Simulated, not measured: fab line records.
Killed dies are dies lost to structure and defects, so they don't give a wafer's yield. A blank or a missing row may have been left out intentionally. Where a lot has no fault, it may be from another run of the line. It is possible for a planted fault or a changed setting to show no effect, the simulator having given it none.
Chamber matching | flow n5 finfet | 4 sister chambers for N5_FIN_SAQP_ETCH_34 on rie diel-02
The step etches SiO2 in C4F6/O2, target depth 45 nm, time 15 s. 20 wafers are shown with their chamber, then 10 later ones without.

== EACH WAFER AND ITS CHAMBER ==
wafer  | chamber | showerhead plenum p Torr (Torr) | rf vpp V (V) | drypump motor current A (A)
L075.2 | 1       | 2.87                            | 657          | 5.2
L075.4 | 0       | 2.77                            | 654          | 6.2
L075.6 | 1       | 2.87                            | 657          | 5.2
L077.1 | 3       | 2.97                            | 689          | 5.1
L077.4 | 0       | 2.77                            | 656          | 6.1
L077.6 | 2       | 2.73                            | 683          | 5.3
L080.1 | 0       | 2.76                            | 652          | 6.2
L080.3 | 3       | 2.97                            | 687          | 5.1
L080.5 | 2       | 2.73                            | 682          | 5.3
L081.1 | 1       | 2.86                            | 655          | 5.3
L081.2 | 0       | 2.76                            | 654          | 6.1
L081.6 | 1       | 2.86                            | 655          | 5.3
L083.2 | 3       | 2.96                            | 688          | 5.1
L083.4 | 0       | 2.76                            | 653          | 6.2
L083.6 | 3       | 2.96                            | 688          | 5.1
L088.2 | 2       | 2.72                            | 683          | 5.3
L088.3 | 1       | 2.86                            | 655          | 5.3
L088.4 | 3       | 2.96                            | 688          | 5.1
L089.1 | 2       | 2.72                            | 682          | 5.3
L089.4 | 0       | 2.76                            | 653          | 6.1

SIGNATURES (means of the wafers above)
reading                  | chamber 0 | chamber 1 | chamber 2 | chamber 3 | scatter within a chamber
showerhead plenum p Torr | 2.7633    | 2.8640    | 2.7250    | 2.9640    | 0.00544
rf vpp V                 | 653.67    | 655.80    | 682.50    | 688.00    | 1.03
drypump motor current A  | 6.150     | 5.260     | 5.300     | 5.100     | 0.0411
Rule: a wafer lies at a distance from a chamber equal to the root of the sum of squares, over the readings, of (its reading less the chamber's mean, divided by the reading's scatter). If the next closest chamber is less than 2 further off than the closest, the wafer can't be placed; otherwise it belongs to the closest. The scatter: take each reading less its chamber's mean, square it, sum over the shown wafers, divide by the number of wafers less the number of chambers, and take the root.

== WAFERS WITH NO CHAMBER GIVEN ==
wafer  | showerhead plenum p Torr (Torr) | rf vpp V (V) | drypump motor current A (A)
L089.6 | 2.76                            | 654          | 6.2
L091.2 | 2.75                            | 655          | 6.1
L091.5 | 2.72                            | 683          | 5.3
L091.6 | 2.96                            | 688          | 5.1
L093.2 | 2.72                            | 681          | 5.3
L093.3 | 2.75                            | 652          | 6.2
L093.4 | 2.96                            | 687          | 5.1
L094.3 | 2.72                            | 682          | 5.3
L094.5 | 2.85                            | 656          | 5.2
L094.6 | 2.75                            | 653          | 6.1

== CHAMBER TAKEN BY EACH ==
wafer  | from the rows above | in truth
L089.6 | 0                   | 0
L091.2 | 0                   | 0
L091.5 | 2                   | 2
L091.6 | 3                   | 3
L093.2 | 2                   | 2
L093.3 | 0                   | 0
L093.4 | 3                   | 3
L094.3 | 2                   | 2
L094.5 | 1                   | 1
L094.6 | 0                   | 0
Correctly placed: 10 of 10. From these rows, 0 cannot be placed. Number placed wrongly: 0.
